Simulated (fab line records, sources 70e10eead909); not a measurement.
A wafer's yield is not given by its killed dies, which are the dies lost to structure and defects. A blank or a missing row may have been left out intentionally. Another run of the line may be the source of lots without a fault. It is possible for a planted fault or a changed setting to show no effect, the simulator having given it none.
Chamber matching || flow nand_harc || NHARC_P_GATE_STRIP_108 on rie_diel-01 has 4 sister chambers
The step strips in O2. 14 wafers are shown with their chamber, then 7 later ones without.

## WAFERS WITH THEIR CHAMBER
{"wafer": "L891.3", "chamber": 3, "showerhead_plenum_p_Torr (Torr)": 3.45, "oes_product_au (a.u.)": 1.000, "throttle_valve_pct (%)": 17.045}
{"wafer": "L891.4", "chamber": 2, "showerhead_plenum_p_Torr (Torr)": 3.45, "oes_product_au (a.u.)": 1.010, "throttle_valve_pct (%)": 17.037}
{"wafer": "L891.5", "chamber": 1, "showerhead_plenum_p_Torr (Torr)": 3.70, "oes_product_au (a.u.)": 0.991, "throttle_valve_pct (%)": 17.041}
{"wafer": "L893.1", "chamber": 1, "showerhead_plenum_p_Torr (Torr)": 3.70, "oes_product_au (a.u.)": 0.989, "throttle_valve_pct (%)": 17.041}
{"wafer": "L893.2", "chamber": 2, "showerhead_plenum_p_Torr (Torr)": 3.45, "oes_product_au (a.u.)": 1.011, "throttle_valve_pct (%)": 17.037}
{"wafer": "L893.5", "chamber": 2, "showerhead_plenum_p_Torr (Torr)": 3.45, "oes_product_au (a.u.)": 1.020, "throttle_valve_pct (%)": 17.022}
{"wafer": "L894.1", "chamber": 1, "showerhead_plenum_p_Torr (Torr)": 3.70, "oes_product_au (a.u.)": 0.992, "throttle_valve_pct (%)": 17.034}
{"wafer": "L894.2", "chamber": 3, "showerhead_plenum_p_Torr (Torr)": 3.45, "oes_product_au (a.u.)": 1.004, "throttle_valve_pct (%)": 17.044}
{"wafer": "L894.4", "chamber": 2, "showerhead_plenum_p_Torr (Torr)": 3.44, "oes_product_au (a.u.)": 1.014, "throttle_valve_pct (%)": 17.021}
{"wafer": "L904.1", "chamber": 3, "showerhead_plenum_p_Torr (Torr)": 3.45, "oes_product_au (a.u.)": 1.005, "throttle_valve_pct (%)": 17.049}
{"wafer": "L904.2", "chamber": 0, "showerhead_plenum_p_Torr (Torr)": 3.52, "oes_product_au (a.u.)": 0.998, "throttle_valve_pct (%)": 17.042}
{"wafer": "L904.5", "chamber": 1, "showerhead_plenum_p_Torr (Torr)": 3.69, "oes_product_au (a.u.)": 1.015, "throttle_valve_pct (%)": 17.045}
{"wafer": "L907.2", "chamber": 3, "showerhead_plenum_p_Torr (Torr)": 3.44, "oes_product_au (a.u.)": 1.011, "throttle_valve_pct (%)": 17.036}
{"wafer": "L907.3", "chamber": 1, "showerhead_plenum_p_Torr (Torr)": 3.69, "oes_product_au (a.u.)": 1.007, "throttle_valve_pct (%)": 17.037}

SIGNATURES (means of the wafers above)
{"reading": "showerhead_plenum_p_Torr", "chamber 0": 3.5200, "chamber 1": 3.6960, "chamber 2": 3.4475, "chamber 3": 3.4475, "scatter within a chamber": 0.0052}
{"reading": "oes_product_au", "chamber 0": 0.99800, "chamber 1": 0.99880, "chamber 2": 1.01375, "chamber 3": 1.00500, "scatter within a chamber": 0.0081}
{"reading": "throttle_valve_pct", "chamber 0": 17.04200, "chamber 1": 17.03960, "chamber 2": 17.02925, "chamber 3": 17.04350, "scatter within a chamber": 0.00633}
Rule: a wafer's distance from a chamber is the root of the sum, over the readings, of the square of ((its reading less the chamber's mean) divided by the reading's scatter). The wafer belongs to the nearest chamber; if the next one is less than 2 further off, it can't be placed. How the scatter is found: for the shown wafers, subtract from each reading the mean of its chamber, square and add these, divide the total by (wafers less chambers), then take the root.

## WAFERS MISSING THEIR CHAMBER
{"wafer": "L907.6", "showerhead_plenum_p_Torr (Torr)": 3.52, "oes_product_au (a.u.)": 0.994, "throttle_valve_pct (%)": 17.034}
{"wafer": "L913.2", "showerhead_plenum_p_Torr (Torr)": 3.51, "oes_product_au (a.u.)": 0.996, "throttle_valve_pct (%)": 17.022}
{"wafer": "L913.4", "showerhead_plenum_p_Torr (Torr)": 3.44, "oes_product_au (a.u.)": 1.001, "throttle_valve_pct (%)": 17.031}
{"wafer": "L913.6", "showerhead_plenum_p_Torr (Torr)": 3.51, "oes_product_au (a.u.)": 1.002, "throttle_valve_pct (%)": 17.048}
{"wafer": "L912.2", "showerhead_plenum_p_Torr (Torr)": 3.44, "oes_product_au (a.u.)": 1.002, "throttle_valve_pct (%)": 17.023}
{"wafer": "L912.3", "showerhead_plenum_p_Torr (Torr)": 3.43, "oes_product_au (a.u.)": 1.017, "throttle_valve_pct (%)": 17.038}
{"wafer": "L912.6", "showerhead_plenum_p_Torr (Torr)": 3.44, "oes_product_au (a.u.)": 1.004, "throttle_valve_pct (%)": 17.029}

## EACH ONE'S CHAMBER
{"wafer": "L907.6", "from the rows above": 0, "in truth": 0}
{"wafer": "L913.2", "from the rows above": 0, "in truth": 0}
{"wafer": "L913.4", "from the rows above": "can't be placed: 2 or 3", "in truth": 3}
{"wafer": "L913.6", "from the rows above": 0, "in truth": 0}
{"wafer": "L912.2", "from the rows above": "can't be placed: 2 or 3", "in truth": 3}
{"wafer": "L912.3", "from the rows above": "can't be placed: 2 or 3", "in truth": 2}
{"wafer": "L912.6", "from the rows above": "can't be placed: 2 or 3", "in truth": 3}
Placed correctly: 3 of 7. Not placeable from these rows: 4 (in 4, the candidates include the true chamber). Placed wrongly: 0.
